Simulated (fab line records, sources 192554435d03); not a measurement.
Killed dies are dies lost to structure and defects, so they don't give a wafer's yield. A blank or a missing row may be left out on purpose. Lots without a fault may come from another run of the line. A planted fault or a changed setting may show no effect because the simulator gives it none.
Chamber matching | flow n5_finfet | N5_GATE_CUT_STRIP_42 on rie_diel-06: 4 sister chambers
The step strips in O2. 20 wafers are shown with their chamber, then 10 later ones without.

WAFERS WITH THEIR CHAMBER
wafer  | chamber | drypump_motor_current_A (A) | showerhead_plenum_p_Torr (Torr) | oes_product_au (a.u.)
L076.2 | 2       | 4.7                         | 1.96                            | 0.71
L076.5 | 2       | 4.6                         | 1.96                            | 0.70
L076.6 | 3       | 4.8                         | 2.18                            | 0.71
L077.2 | 1       | 5.8                         | 2.08                            | 0.67
L077.4 | 2       | 4.6                         | 1.96                            | 0.70
L077.6 | 1       | 5.8                         | 2.08                            | 0.68
L080.2 | 3       | 4.8                         | 2.18                            | 0.71
L080.4 | 0       | 4.8                         | 2.00                            | 0.75
L080.6 | 2       | 4.6                         | 1.96                            | 0.69
L081.1 | 0       | 4.8                         | 2.00                            | 0.75
L081.4 | 2       | 4.7                         | 1.96                            | 0.69
L081.6 | 3       | 4.8                         | 2.17                            | 0.71
L082.2 | 3       | 4.8                         | 2.17                            | 0.70
L082.5 | 1       | 5.8                         | 2.08                            | 0.96
L082.6 | 0       | 4.8                         | 2.00                            | 0.75
L084.2 | 1       | 5.8                         | 2.08                            | 0.94
L084.4 | 2       | 4.6                         | 1.95                            | 0.69
L084.6 | 1       | 5.8                         | 2.08                            | 0.94
L086.2 | 2       | 4.7                         | 1.95                            | 0.68
L086.3 | 3       | 4.8                         | 2.17                            | 0.70

SIGNATURES (means of the wafers above)
reading                  | chamber 0 | chamber 1 | chamber 2 | chamber 3 | scatter within a chamber
drypump_motor_current_A  | 4.800     | 5.800     | 4.643     | 4.800     | 0.0327
showerhead_plenum_p_Torr | 2.0000    | 2.0800    | 1.9571    | 2.1740    | 0.00405
oes_product_au           | 0.7500    | 0.8380    | 0.6943    | 0.7060    | 0.0748
Rule: a wafer's distance from a chamber is the root of the sum, over the readings, of the square of ((its reading less the chamber's mean) divided by the reading's scatter). The wafer belongs to the nearest chamber; if the next one is less than 2 further off, it can't be placed. The scatter: the root of (the sum of the squares of (reading less its chamber's mean) over the shown wafers, divided by (wafers less chambers)).

WAFERS WITHOUT THEIR CHAMBER
wafer  | drypump_motor_current_A (A) | showerhead_plenum_p_Torr (Torr) | oes_product_au (a.u.)
L086.6 | 4.8                         | 2.17                            | 0.70
L091.2 | 5.8                         | 2.08                            | 0.91
L091.3 | 4.8                         | 2.17                            | 0.69
L091.6 | 4.8                         | 2.17                            | 0.70
L094.1 | 4.8                         | 1.99                            | 0.74
L094.5 | 4.8                         | 1.99                            | 0.73
L094.6 | 4.8                         | 2.17                            | 0.69
L097.2 | 4.7                         | 2.21                            | 0.93
L097.4 | 4.8                         | 2.16                            | 0.69
L097.5 | 4.8                         | 1.99                            | 0.72

WHICH CHAMBER EACH WENT THROUGH
wafer  | from the rows above | in truth
L086.6 | 3                   | 3
L091.2 | 1                   | 1
L091.3 | 3                   | 3
L091.6 | 3                   | 3
L094.1 | 0                   | 0
L094.5 | 0                   | 0
L094.6 | 3                   | 3
L097.2 | 3                   | 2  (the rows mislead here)
L097.4 | 3                   | 3
L097.5 | 0                   | 0
Placed correctly: 9 of 10. Can't be placed from these rows: 0. Placed wrongly: 1.
